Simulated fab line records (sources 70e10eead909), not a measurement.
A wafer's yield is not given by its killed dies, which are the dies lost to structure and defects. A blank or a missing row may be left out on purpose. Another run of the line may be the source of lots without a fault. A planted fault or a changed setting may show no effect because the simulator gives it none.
Comparing a struck lot with a sound one	flow nandHarc	15 steps out of a route of 1159
Sound: these wafers, L112.4, L112.5, L112.6. Wafers L119.1, L119.3, L119.4 were the ones struck. The cause is given at the end.
Each step with rows lists, per side, the tool, then ch with its chambers, then its first start. Under that, the readings that differ: sound wafers	struck wafers	difference of the means	sigmas: that difference in standard deviations of wafers without a fault.
alike: words and numbers the same on both sides, and readings whose means are apart by under 2 such deviations; not compared: readings that were withheld, readings missing a value for some wafer, numbers with overlapping values and no deviation given by the record, and bounds like >300 which may hide the same value.
Wherever a step has rows on one side only, a row that says differs or no value, or a row with sigmas, the two part there. Non-overlapping numbers with no deviation appear without sigmas and do not part them. Lack of a reading on every wafer of one side parts them only where that side has two or more wafers.

first, 1 step without rows for these wafers: NHARC_A_ONON_D1_DEP_09 (target thk 1000 nm).
NHARC_A_ONON_D1_THK_MEAS_11: measures by ellipsometry.
  sound on filmMetro-01, day 8 17:20; struck on filmMetro-02, day 10 16:23
reading	sound	struck	difference	sigmas
thkNm (nm)	1010 1011 1008	986 986 986	-24	-2
following that, 1 step holds no rows for these wafers, namely NHARC_A_ONON_D1_DEP_12 (target thickness 1000 nm).
NHARC_A_ONON_D1_THK_MEAS_14: measures by ellipsometry.
  sound on filmMetro-02, day 8 17:55; struck on filmMetro-02, day 10 16:58
  alike: thkNm
then, 2 steps without rows for these wafers: NHARC_A_ONON_D1_ANNEAL_15 (time 3600 s); NHARC_A_ONON_D1_DEP_16 (target thk 1000 nm).
NHARC_A_ONON_D1_THK_MEAS_18: measures by ellipsometry.
  sound on filmMetro-02, day 9 01:05; struck on filmMetro-02, day 11 00:58
  alike: thkNm
following that, 1 step holds no rows for these wafers, namely NHARC_A_ONON_D1_DEP_19 (target thickness 1000 nm).
NHARC_A_ONON_D1_THK_MEAS_21: measures by ellipsometry.
  sound on filmMetro-02, day 9 01:41; struck on filmMetro-02, day 11 01:32
  alike: thkNm
following that, 1 step holds no rows for these wafers, namely NHARC_A_ONON_D1_DEP_22 (target thickness 1000 nm).
NHARC_A_ONON_D1_THK_MEAS_24: measures by ellipsometry.
  sound on filmMetro-01, day 9 02:14; struck on filmMetro-02, day 11 02:06
reading	sound	struck	difference	sigmas
thkNm (nm)	1011 1012 1010	992 990 993	-19	-2
NHARC_A_ONON_D1_DEP_25: target thk 1000 nm.
  sound on pecvdOnon-03 ch 0, day 9 02:28; struck on pecvdOnon-03 ch 0, day 11 02:10
NHARC_A_ONON_D1_THK_MEAS_27: measures by ellipsometry.
  sound on filmMetro-01, day 9 02:50; struck on filmMetro-02, day 11 02:40
reading	sound	struck	difference	sigmas
thkNm (nm)	1001 1001 1003	1613 1615 1613	+612	+62
following that, 1 step holds no rows for these wafers, namely NHARC_A_ONON_D1_DEP_28 (target thickness 1000 nm).
-- break in the record here, with 11 days between the starts of the struck wafers on either side (left off in module A_ONON_D1, picked up again in module END, where the first step shown is number 1159 on the route) --
NHARC_END_SORT_01:
  at this point the record logs the struck wafers (prober-02 ch 0, day 22 04:45) and has no rows for the sound ones

WHERE THEY PART
At NHARC_A_ONON_D1_THK_MEAS_11 first; at NHARC_END_SORT_01 last (within this record only).

WHY: what had been put in by the simulator
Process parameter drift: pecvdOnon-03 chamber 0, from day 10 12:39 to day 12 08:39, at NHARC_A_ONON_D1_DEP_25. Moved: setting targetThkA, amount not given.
